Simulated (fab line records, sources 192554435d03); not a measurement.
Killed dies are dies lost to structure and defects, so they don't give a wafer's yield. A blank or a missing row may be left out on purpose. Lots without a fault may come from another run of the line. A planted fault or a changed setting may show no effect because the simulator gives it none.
Problem report in the 8D (eight disciplines) form, filled by code | flow n5_finfet | the parts of the form that need people (team, actions taken, sign-off) are left out

1. THE PROBLEM
cd_nm at N5_BEOL_M14_CD_MEAS_28 reads a mean of 259.8 nm on 6 wafers of 2 lots; wafers without a fault read 282.9 nm with a standard deviation of 2.5. That is -9.3 standard deviations from the usual mean.
The step: target cd 284.4 nm.
First seen on wafer L649.2, day 12 15:47, on cd_sem-03. The record holds 30 wafers of 11 lots with a number at this step. Rule for "out", or "out of limits": more than 4 standard deviations from the usual mean. The other wafers with a number count as sound.

2. WHAT IT IS AND WHAT IT IS NOT
question                    | is                     | is not
which readings at this step | cd_nm                  | -
which lots                  | L649, L653             | L643, L645, L646, L656, L657, L660, L661, L664, L666
which wafers of those lots  | all that have a number | -
read on which gauges        | cd_sem-02, cd_sem-03   | cd_sem-01
when                        | from day 12 15:47      | up to then (8 sound wafers); but 16 sound wafers of L656, L657, L660, L661, L664, L666 came after

3. SUSPECTS, AND WHAT RULES EACH OUT
Counting: a tool at a process step up to the reading stays a suspect if it ran every lot that is out and no sound lot after the first of them.
- the gauge at N5_BEOL_M14_CD_MEAS_28: ruled out. The wafers that are out were read on 2 gauges (cd_sem-02, cd_sem-03).
- pvd_sputter-01 at N5_BEOL_M13_SPUTTER_45 (material Cu, target thk 80 nm, time 13.33 s): ruled out as a lasting fault. Sound lots L664 ran on it after its first lot that is out, L649 (day 12 13:22).
- krf_scanner-01 at N5_BEOL_M14_EXPOSE_25 (exposes mask M14, target cd 280 nm): kept. It ran every lot that is out, first L649 (day 12 15:37), and no sound lot after that; its last sound lot up to then is L645 (day 11 18:02). Its own readings are out on those wafers: exposure_dose_mJ_cm2.
Left after counting: krf_scanner-01 at N5_BEOL_M14_EXPOSE_25.

4. THE CAUSE (what the simulator had put in)
Process parameter drift: krf_scanner-01, from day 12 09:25 on, at N5_BEOL_M14_EXPOSE_25. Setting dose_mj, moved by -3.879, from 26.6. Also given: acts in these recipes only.
Counting left only this tool.

5. THE CHAIN OF EFFECTS, in route order
Each row: a reading whose mean over the struck wafers that have a number lies more than 3 standard deviations from the usual. Only readings for which the record gives a usual standard deviation are gone through. hours: the time from each lot's start at the first step in this table that gives one to its start at this step, as a median over the lots. sigmas: the change in usual standard deviations.
hours | step                   | reading              | usual    | on struck wafers | change | sigmas
0     | N5_BEOL_M14_EXPOSE_25  | exposure_dose_mJ_cm2 | 26.573   | 23.098           | -3.475 | -99 or more
0     | N5_BEOL_M14_CD_MEAS_28 | cd_nm                | 282.9 nm | 259.8            | -23.1  | -9.3
The process steps in it:
- N5_BEOL_M14_EXPOSE_25: exposes mask M14, target cd 280 nm.

6. WHAT WOULD HAVE CAUGHT IT SOONER
In this record the first reading out of limits at a measuring or inspecting step was taken at day 12 15:47, 6 hours after the fault began at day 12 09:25.
The tool's own readings at N5_BEOL_M14_EXPOSE_25 were out on every struck wafer that the step has a row for (exposure_dose_mJ_cm2): an alarm limit on them would have fired on the first of those.
Of the lots that are out (2), L653 began N5_BEOL_M14_EXPOSE_25 on krf_scanner-01 after day 12 15:47. A hold on the tool at that time would have spared it.
